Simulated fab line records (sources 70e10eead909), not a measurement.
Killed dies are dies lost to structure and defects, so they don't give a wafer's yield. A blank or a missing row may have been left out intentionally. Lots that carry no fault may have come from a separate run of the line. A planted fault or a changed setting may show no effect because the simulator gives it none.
fab line records	flow nandHarc
[record] lots = 15	wafers = 43	lastDay = 34
route steps=1302 shown A_STAIRCASE@703
lots with no fault: from the same line, run without faults
startH: hours from the record's opening day to when the first of the lot's shown wafers began	waitH: hours since the lot's step before	" the same as in the row above	L1.1+2: a single row standing in for several wafers	- either no value or no given start	* or withheld: withheld	< > ~ a bound
route shown NAME@n: a module of which the file shows steps, and the number in the route of the first	usual: mean/standard deviation of fault-free wafers	same: alike in all rows	chamber/n: place in a boat	sites: per-site readings	_std_site: how widely they spread, as a standard deviation	_edge_site: inner sites' mean taken away from outer sites' mean	radiusMm: for every site, how far away it sits from the centre of the wafer	mask NAME#n: copy n	behind: the tool/chamber that last shaped the wafer	hold: the reason the lot was held/the length of the hold in hours/how it ended	device: the transistor (n, p or np) that didn't switch	end of line: tests run on the same wafers once the route is complete	step lacking rows: just its recipe	killed: dies that structure and defects cost at the first sort, which is not the same as the wafer's yield	map: the dies of a wafer, with x for killed, . for not killed, _ for no die there
set.NAME: the setting that was run; set.NAME@STEP: the one run at that earlier step	model.NAME: the simulator's own value behind a step, which no gauge read
steps of the route over a sample of lots; a table a step, a row a wafer
services: the hour from which a tool's chamber was out of use, counted from the record's first day as startH (under 0 if before that day), plus the number of hours and why
[[steps]]
[step NHARC_A_STAIRCASE_TRIM_189]
[recipe] timeS = 211.2	o2FlowSccm = 500	arFlowSccm = 0	biasW = 0	chemistry = O2
[usual] drypumpMotorCurrentA = 5.6/0.44	oesProductAu = 0.997/0.011	rfVppV = 57.7/0.94	runLengthS = 232.4/0.39	showerheadPlenumPTorr = 3.49/0.14	throttleValvePct = 17.035/0.01
[same] timeS = 211.2
lot.wafer	tool	chamber	startH	waitH	drypumpMotorCurrentA	oesProductAu	rfHoursCounterH	rfVppV	runLengthS	showerheadPlenumPTorr	throttleValvePct
L235.1	rieDiel-03	3	-	-	5.1	1.000	18	59.2	233.1	3.47	17.028
L235.2	"	0	"	"	6.1	1.001	22	57.9	232.3	3.55	17.033
L235.4	"	2	"	"	5.5	1.006	20	59.0	232.5	3.53	17.044
L236.3	rieDiel-11	0	-	-	6.4	0.996	34	59.2	232.1	3.45	17.042
L236.5	"	0	"	"	6.4	0.993	-	56.6	232.2	3.45	17.034
L236.6	"	1	"	"	5.6	0.997	-	57.5	232.4	3.30	17.043
L237.4	rieDiel-02	3	-	-	5.3	1.009	50	57.3	232.0	3.45	17.036
L237.6	"	2	"	"	5.0	1.010	-	59.3	232.5	3.52	17.038
L237.5	"	3	"	"	5.2	1.008	-	58.2	231.7	3.45	17.032
L238.3	rieDiel-02	3	-	-	5.2	1.019	53	58.7	232.0	3.45	17.031
L238.1	"	0	"	"	5.2	0.997	52	56.7	232.0	3.56	17.026
L238.2	"	1	"	"	6.2	0.994	52	57.7	232.9	3.78	17.065
L239.4	rieDiel-11	3	-	-	5.8	0.990	50	57.9	232.2	3.37	17.047
L239.1	"	0	"	"	6.2	0.981	46	58.2	232.4	3.45	17.018
L239.2	"	2	"	"	5.3	0.995	54	58.6	232.7	3.40	17.056
L245.3	rieDiel-03	0	-	-	6.1	0.966	54	58.4	232.9	3.53	17.019
L245.5	"	0	"	"	6.1	0.967	-	58.9	232.6	3.53	17.039
L246.2	rieDiel-03	3	-	-	5.1	0.989	4	56.7	232.6	3.45	17.038
L246.1	"	0	"	"	6.1	0.982	6	58.3	232.3	3.53	17.031
L246.4	"	1	"	"	5.8	0.993	6	57.6	232.6	3.80	17.042
L248.4	rieDiel-03	2	-	-	5.5	0.997	6	58.3	231.9	3.51	17.028
L248.1	"	1	"	"	5.8	0.987	8	57.8	232.7	3.80	17.037
L249.4	rieDiel-02	3	-	-	5.2	1.004	33	57.2	231.7	3.43	17.032
L249.6	"	0	"	"	5.2	0.996	-	57.0	231.7	3.54	17.021
L249.5	"	1	"	"	6.2	0.980	-	59.9	232.5	3.76	17.048
L252.3	rieDiel-03	0	-	-	6.1	0.982	21	57.1	232.5	3.52	17.030
L252.1	"	1	"	"	5.8	0.989	23	57.3	232.7	3.79	17.026
L252.2	"	3	"	"	5.1	0.994	18	59.0	232.8	3.44	17.046
L254.4	rieDiel-02	0	-	-	5.2	1.000	54	56.8	231.8	3.53	17.038
L254.2	"	1	"	"	6.2	0.989	51	58.9	232.3	3.75	17.036
L254.3	"	2	"	"	5.0	1.010	51	58.2	232.2	3.49	17.035
L255.3	rieDiel-02	0	-	-	5.2	1.005	55	56.6	231.7	3.53	17.048
L255.2	"	2	"	"	5.0	0.990	52	57.9	232.9	3.49	17.055
L255.5	"	0	"	"	5.2	0.998	-	57.4	231.8	3.53	17.025
L257.2	rieDiel-11	2	-	-	5.3	1.017	39	56.8	232.7	3.37	17.042
L257.5	"	0	"	"	6.3	0.999	-	58.4	232.1	3.43	17.026
L257.4	"	1	"	"	5.6	1.003	-	56.8	232.3	3.26	17.038
L256.3	rieDiel-03	2	-	-	5.5	0.996	38	58.4	231.9	3.49	17.037
L256.1	"	3	"	"	5.1	0.997	32	58.7	232.8	3.44	17.049
L256.6	"	1	"	"	5.8	0.983	-	60.8	232.6	3.78	17.033
L258.3	rieDiel-02	2	-	-	4.9	0.990	5	58.8	232.4	3.48	17.017
L258.4	"	0	"	"	5.2	0.992	4	57.1	231.7	3.53	17.033
L258.1	"	1	"	"	6.2	0.981	3	56.6	232.3	3.74	17.023
[step NHARC_A_STAIRCASE_ETCH_194]
[recipe] targetDepthA = 1000	timeS = 40.5	ionEnergyEv = 400	c4f8FlowSccm = 20	o2FlowSccm = 10	arFlowSccm = withheld	rfW = 600	biasW = 1000	chemistry = C4F8/O2
[usual] oesProductAu = 0.943/0.016	rfVppV = 895/5.3
[same] timeS = 40.5
lot.wafer	tool	chamber	startH	waitH	oesProductAu	rfHoursCounterH	rfVppV
L235.1	rieDiel-03	0	-	-	0.919	22	897
L235.4	"	1	"	"	0.909	19	887
L235.2	"	2	"	"	0.933	20	897
L236.3	rieDiel-02	3	378.84	-	1.003	50	892
L236.6	"	2	"	"	1.007	-	895
L236.5	"	3	"	"	1.011	-	893
L237.4	rieDiel-02	1	-	-	0.948	51	905
L237.5	"	2	"	"	0.947	-	895
L237.6	"	3	"	"	0.957	-	894
L238.1	rieDiel-02	0	-	-	0.937	53	898
L238.3	"	1	"	"	0.952	53	904
L238.2	"	3	"	"	0.948	53	893
L239.4	rieDiel-11	3	-	-	0.928	50	891
L239.1	"	0	"	"	0.932	46	892
L239.2	"	1	"	"	0.953	50	887
L245.3	rieDiel-03	2	-	-	0.940	50	893
L245.5	"	2	"	"	0.948	-	897
L246.2	rieDiel-03	3	-	-	0.933	5	894
L246.4	"	0	"	"	0.923	7	896
L246.1	"	1	"	"	0.920	7	906
L248.4	rieDiel-03	1	-	-	0.949	8	908
L248.1	"	3	"	"	0.949	6	894
L249.4	rieDiel-02	1	-	-	0.923	36	902
L249.6	"	1	"	"	0.936	-	904
L249.5	"	2	"	"	0.939	-	895
L252.2	rieDiel-03	2	-	-	0.953	20	895
L252.1	"	3	"	"	0.959	18	893
L252.3	"	1	"	"	0.939	24	907
L254.4	rieDiel-02	3	-	-	0.932	54	892
L254.3	"	1	"	"	0.934	51	904
L254.2	"	2	"	"	0.943	51	894
L255.2	rieDiel-02	2	-	-	0.945	52	895
L255.3	"	0	"	"	0.940	56	897
L255.5	"	2	"	"	0.931	-	895
L257.2	rieDiel-11	2	-	-	0.953	39	891
L257.5	"	1	"	"	0.949	-	886
L257.4	"	0	"	"	0.940	-	892
L256.1	rieDiel-03	0	-	-	0.921	38	895
L256.3	"	2	"	"	0.926	39	893
L256.6	"	0	"	"	0.935	-	895
L258.3	rieDiel-02	1	-	-	0.927	4	904
L258.4	"	2	"	"	0.958	5	896
L258.1	"	3	"	"	0.949	6	893
[step NHARC_A_STAIRCASE_TRIM_196]
[recipe] timeS = 211.2	o2FlowSccm = 500	arFlowSccm = 0	biasW = 0	chemistry = O2
[usual] drypumpMotorCurrentA = 5.6/0.43	oesProductAu = 0.996/0.011	rfVppV = 57.6/0.95	runLengthS = 232.4/0.38	showerheadPlenumPTorr = 3.47/0.14	throttleValvePct = 17.038/0.0096
lot.wafer	tool	chamber	startH	waitH	drypumpMotorCurrentA	oesProductAu	rfHoursCounterH	rfVppV	runLengthS	showerheadPlenumPTorr	throttleValvePct
L235.1	rieDiel-02	1	367.33	0.1	6.2	0.982	47	60.1	232.4	3.78	17.036
L235.2	"	3	"	"	5.2	1.001	46	57.0	231.9	3.45	17.058
L235.4	"	0	"	"	5.2	0.980	-	58.2	232.2	3.57	17.054
L236.3	rieDiel-03	2	379.03	0.1	5.5	0.990	25	55.6	231.8	3.52	17.036
L236.5	"	1	"	"	5.8	0.977	-	57.1	232.7	3.27	17.054
L236.6	"	2	"	"	5.5	0.984	-	57.4	232.4	3.52	17.045
L237.4	rieDiel-02	2	379.46	0.1	4.9	1.000	50	58.4	232.0	3.52	17.045
L237.6	"	2	"	"	4.9	0.990	-	57.6	232.0	3.52	17.048
L237.5	"	3	"	"	5.2	1.005	-	58.9	231.8	3.45	17.036
L238.1	rieDiel-11	3	388.77	0.1	5.9	0.988	41	56.8	231.9	3.37	17.039
L238.2	"	0	"	"	6.4	0.996	37	56.8	232.2	3.45	17.033
L238.3	"	2	"	"	5.3	0.996	47	58.4	233.2	3.40	17.036
L239.1	rieDiel-11	3	409.91	0.1	5.8	0.991	50	57.1	232.1	3.37	17.030
L239.2	"	0	"	"	6.3	0.985	46	57.9	232.5	3.45	17.038
L239.4	"	2	"	"	5.3	0.993	54	55.8	233.4	3.40	17.050
L245.3	rieDiel-11	1	457.29	0.1	5.6	1.009	6	57.0	167.1	3.29	17.033
L245.5	"	3	"	"	5.9	1.003	-	57.8	232.0	3.36	17.048
L246.2	rieDiel-11	1	479.66	0.1	5.6	1.009	15	57.0	232.3	3.28	17.047
L246.4	"	2	"	"	5.3	0.998	14	58.0	232.8	3.39	17.043
L246.1	"	3	"	"	5.9	1.012	14	56.8	166.9	3.36	17.038
L248.1	rieDiel-11	3	482.62	0.1	5.8	1.011	15	57.7	167.1	3.36	17.041
L248.4	"	0	"	"	6.4	0.996	-	57.3	232.8	3.44	17.031
L249.4	rieDiel-02	1	517.69	0.1	6.2	0.987	36	58.1	232.2	3.76	17.026
L249.6	"	0	"	"	5.2	1.003	-	56.5	232.1	3.54	17.047
L249.5	"	1	"	"	6.2	0.982	-	57.1	232.2	3.76	17.041
L252.3	rieDiel-03	3	525.43	0.1	5.1	0.992	19	57.3	232.9	3.44	17.037
L252.1	"	1	"	"	5.8	0.990	24	58.7	232.4	3.79	17.035
L252.2	"	2	"	"	5.5	1.001	20	56.4	232.0	3.50	17.037
L254.3	rieDiel-02	3	560.37	0.1	5.2	1.001	54	58.8	231.9	3.41	17.033
L254.2	"	0	"	"	5.2	1.001	55	57.4	232.0	3.53	17.037
L254.4	"	1	"	"	6.2	0.989	51	59.1	233.0	3.75	17.040
L255.2	rieDiel-03	0	565.26	0.1	6.1	0.978	35	58.7	232.2	3.51	17.029
L255.3	"	1	"	"	5.8	0.999	38	58.2	232.4	3.79	17.035
L255.5	"	0	"	"	6.1	0.991	-	57.3	232.5	3.51	17.023
L257.2	rieDiel-11	1	573.90	0.1	5.6	0.998	46	57.6	232.8	3.26	17.034
L257.5	"	2	"	"	5.3	1.005	-	58.0	232.9	3.37	17.037
L257.4	"	1	"	"	5.6	1.001	-	56.4	232.5	3.26	17.025
L256.1	rieDiel-03	0	574.08	0.1	6.1	0.975	38	58.2	232.8	3.51	17.057
L256.3	"	1	"	"	5.8	0.991	41	60.1	232.6	3.78	17.049
L256.6	"	0	"	"	6.1	0.983	-	58.5	232.5	3.51	17.047
L258.3	rieDiel-02	1	588.59	0.1	6.2	0.988	4	57.3	232.3	3.74	17.048
L258.1	"	3	"	"	5.2	1.008	6	57.2	232.0	3.41	17.022
L258.4	"	0	"	"	5.2	0.997	4	58.2	231.9	3.53	17.057
[step NHARC_A_STAIRCASE_ETCH_197]
[recipe] targetDepthA = 1000	timeS = 40.5	ionEnergyEv = 400	c4f8FlowSccm = 20	o2FlowSccm = 10	arFlowSccm = withheld	rfW = 600	biasW = 1000	chemistry = C4F8/O2
[usual] oesProductAu = 0.947/0.015	rfVppV = 894/5.3
[same] timeS = 40.5
lot.wafer	tool	chamber	startH	waitH	oesProductAu	rfHoursCounterH	rfVppV
L235.1	rieDiel-02	3	-	-	0.977	46	892
L235.2	"	0	"	"	0.967	47	898
L235.4	"	3	"	"	0.969	-	894
L236.3	rieDiel-03	2	-	-	0.939	25	895
L236.5	"	1	"	"	0.930	-	886
L236.6	"	2	"	"	0.939	-	897
L237.4	rieDiel-02	1	-	-	0.927	51	904
L237.5	"	1	"	"	0.923	-	906
L237.6	"	2	"	"	0.940	-	896
L238.2	rieDiel-11	1	-	-	0.935	43	888
L238.1	"	2	"	"	0.929	47	891
L238.3	"	3	"	"	0.920	41	889
L239.1	rieDiel-11	0	-	-	0.942	46	892
L239.4	"	2	"	"	0.957	54	891
L239.2	"	3	"	"	0.952	50	889
L245.3	rieDiel-11	1	457.54	0.2	0.976	6	888
L245.5	"	0	"	"	1.001	-	892
L246.2	rieDiel-11	0	-	-	0.932	9	894
L246.1	"	1	"	"	0.952	15	887
L246.4	"	0	"	"	0.933	-	894
L248.1	rieDiel-11	1	482.86	0.2	0.970	16	887
L248.4	"	0	"	"	0.941	-	892
L249.4	rieDiel-02	3	-	-	0.949	34	892
L249.6	"	1	"	"	0.938	-	904
L249.5	"	2	"	"	0.945	-	896
L252.1	rieDiel-03	1	-	-	0.949	24	903
L252.2	"	3	"	"	0.956	19	893
L252.3	"	0	"	"	0.928	21	896
L254.3	rieDiel-02	1	-	-	0.937	52	902
L254.4	"	2	"	"	0.938	51	894
L254.2	"	0	"	"	0.954	55	896
L255.2	rieDiel-03	1	-	-	0.954	38	905
L255.3	"	0	"	"	0.946	35	895
L255.5	"	2	"	"	0.975	-	894
L257.2	rieDiel-11	1	-	-	0.953	46	886
L257.4	"	0	"	"	0.939	-	891
L257.5	"	1	"	"	0.954	-	886
L256.1	rieDiel-03	2	-	-	0.933	39	894
L256.3	"	3	"	"	0.947	32	893
L256.6	"	2	"	"	0.939	-	894
L258.1	rieDiel-02	0	-	-	0.943	4	896
L258.3	"	1	"	"	0.933	4	903
L258.4	"	2	"	"	0.929	5	893
[[services]]
tool	chamber	startH	hours	kind
rieDiel-03	3	346.62	14.6	repair
rieDiel-03	2	347.41	6.0	repair
rieDiel-02	0	349.82	-	clean
rieDiel-02	1	349.82	-	clean
rieDiel-02	2	349.82	-	clean
rieDiel-02	3	349.82	-	clean
rieDiel-02	2	361.41	9.9	repair
rieDiel-02	0	374.32	-	clean
rieDiel-02	1	374.32	-	clean
rieDiel-02	2	374.32	-	clean
rieDiel-02	3	374.32	-	clean
rieDiel-02	-	394.39	9.0	pm
rieDiel-02	0	394.39	9.0	ventCycle
rieDiel-02	1	394.39	9.0	ventCycle
rieDiel-11	3	417.39	4.8	repair
rieDiel-11	-	432.53	9.0	pm
rieDiel-03	-	459.14	9.0	pm
rieDiel-03	0	489.02	4.1	repair
rieDiel-02	-	504.80	1.1	repair
rieDiel-11	-	507.07	1.6	repair
rieDiel-03	3	547.96	7.7	repair
rieDiel-11	3	571.25	4.8	repair
rieDiel-02	-	571.39	9.0	pm
rieDiel-11	3	579.37	5.2	repair
[[key]]
[firstSign] step = NHARC_A_STAIRCASE_TRIM_196	reading = runLengthS	direction = down	sigmas = 99+	usual = *	struck = *
effect none on later readings
metAt NHARC_A_STAIRCASE_TRIM_196
struckLots L245,L246,L248
struckWafers L245.3,L246.1,L248.1
laterRowsLeftOut L245.3,L246.1,L248.1
sortLeftOut L245.3,L246.1,L248.1
testerLeftOut L245,L246,L248
notActingAt NHARC_A_STAIRCASE_TRIM_189,NHARC_A_STAIRCASE_ETCH_194,NHARC_A_STAIRCASE_ETCH_197
onsetBetween 409.91 457.29
[fault] kind = processParameterDrift	tool = rieDiel-11	chamber = -	onsetH = 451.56	steps = NHARC_A_STAIRCASE_TRIM_196	channel = timeS	offset = *	shape = step	endH = 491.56	scope = struckWafersOnly	actsIn = *	stated = *
// testerLeftOut: of these lots the tester's yield and bins aren't shown, on N5 and GAA mostly nor the transistor test; their killed dies are dies lost to structure and defects alone, not to doping, threshold or leakage, so they don't give the yield
// sortLeftOut: the simulated sort isn't trusted on such a fault, so these wafers' sort isn't shown, and their yield isn't known
// laterRowsLeftOut: the simulator's readings of these wafers behind a module that went badly wrong aren't trusted and aren't shown, but for the sort
